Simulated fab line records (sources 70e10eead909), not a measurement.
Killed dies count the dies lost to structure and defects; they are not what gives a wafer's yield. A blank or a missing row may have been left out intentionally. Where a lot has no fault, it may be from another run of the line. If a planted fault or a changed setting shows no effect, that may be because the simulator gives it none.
Struck lot and sound lot, side by side || flow nandHarc || 17 steps out of a route of 1159
Sound: wafers L804.1, L804.2, L804.3. The struck wafers were L806.1, L806.2, L806.4. The cause comes at the end.
Each step with rows lists, per side, the tool, then ch with its chambers, then its first start. Under that, the readings that differ: sound wafers || struck wafers || difference of the means || sigmas: that difference in standard deviations of wafers without a fault.
alike: same words and numbers on both sides, and readings whose means sit less than 2 such deviations apart. not compared: any withheld reading, any reading some wafer has no value for, any bound like >300 that may hide the same value, and any number with overlapping values for which the record gives no deviation.
Wherever a step has rows on one side only, a row that says differs or no value, or a row with sigmas, the two part there. Numbers that don't overlap but have no deviation are shown without sigmas and don't part them. A reading that every wafer of one side lacks parts them only if that side has two wafers or more.

NHARC_P_ZERO_WELL_CD_MEAS_24: the cd target is 720 nm.
  sound on cdSem-01 ch 0, day 4 20:36; struck on cdSem-01 ch 0, day 5 08:35
  alike: cdNm
then, 1 step without rows for these wafers: NHARC_P_ZERO_WELL_HARDBAKE_25 (time 80 s).
NHARC_P_ZERO_WELL_DESCUM_26: chemistry O2, time 3 s.
  sound on rieDiel-07 ch 0,1,3, day 4 20:46; struck on rieDiel-07 ch 0,1,2, day 5 08:45
  alike: drypumpMotorCurrentA, oesProductAu, rfVppV, showerheadPlenumPTorr, throttleValvePct
  not compared: rfHoursCounterH
then, 9 steps without rows for these wafers: NHARC_P_ZERO_WELL_IMPLANT_27; NHARC_P_ZERO_WELL_IMPLANT_57; NHARC_P_ZERO_WELL_IMPLANT_58; NHARC_P_ZERO_WELL_STRIP_28 (strips in SPM, time 840 s); NHARC_P_ZERO_WELL_DEHYDRATE_29 (time 120 s); NHARC_P_ZERO_WELL_HMDS_30 (time 30 s); NHARC_P_ZERO_WELL_COAT_31; NHARC_P_ZERO_WELL_SOFTBAKE_32 (time 95 s); NHARC_P_ZERO_WELL_EBR_33.
NHARC_P_ZERO_WELL_EXPOSE_34: exposes mask P PWELL, target cd 720 nm.
  sound on krfScanner-02 ch 0, day 4 21:58; struck on krfScanner-02 ch 0, day 5 09:57
{"reading": "mask", "sound": "P_PWELL#0 P_PWELL#0 P_PWELL#0", "struck": "P_PWELL_R1#0 P_PWELL_R1#0 P_PWELL_R1#0", "difference": "differs", "sigmas": ""}
then, 2 steps without rows for these wafers: NHARC_P_ZERO_WELL_PEB_35 (peb time 85 s); NHARC_P_ZERO_WELL_DEVELOP_36 (time 70 s).
NHARC_P_ZERO_WELL_CD_MEAS_37: the cd target is 720 nm.
  sound on cdSem-02 ch 0, day 4 22:08; struck on cdSem-01 ch 0, day 5 10:06
{"reading": "cdNm (nm)", "sound": "721.8 719.3 719.6", "struck": "734.6 732.8 733.7", "difference": "+13.5", "sigmas": "+7"}
then, 1 step without rows for these wafers: NHARC_P_ZERO_WELL_HARDBAKE_38 (time 80 s).

## WHERE THEY PART
First at NHARC_P_ZERO_WELL_EXPOSE_34; last, within this record, at NHARC_P_ZERO_WELL_CD_MEAS_37.

WHY: what the simulator had put in
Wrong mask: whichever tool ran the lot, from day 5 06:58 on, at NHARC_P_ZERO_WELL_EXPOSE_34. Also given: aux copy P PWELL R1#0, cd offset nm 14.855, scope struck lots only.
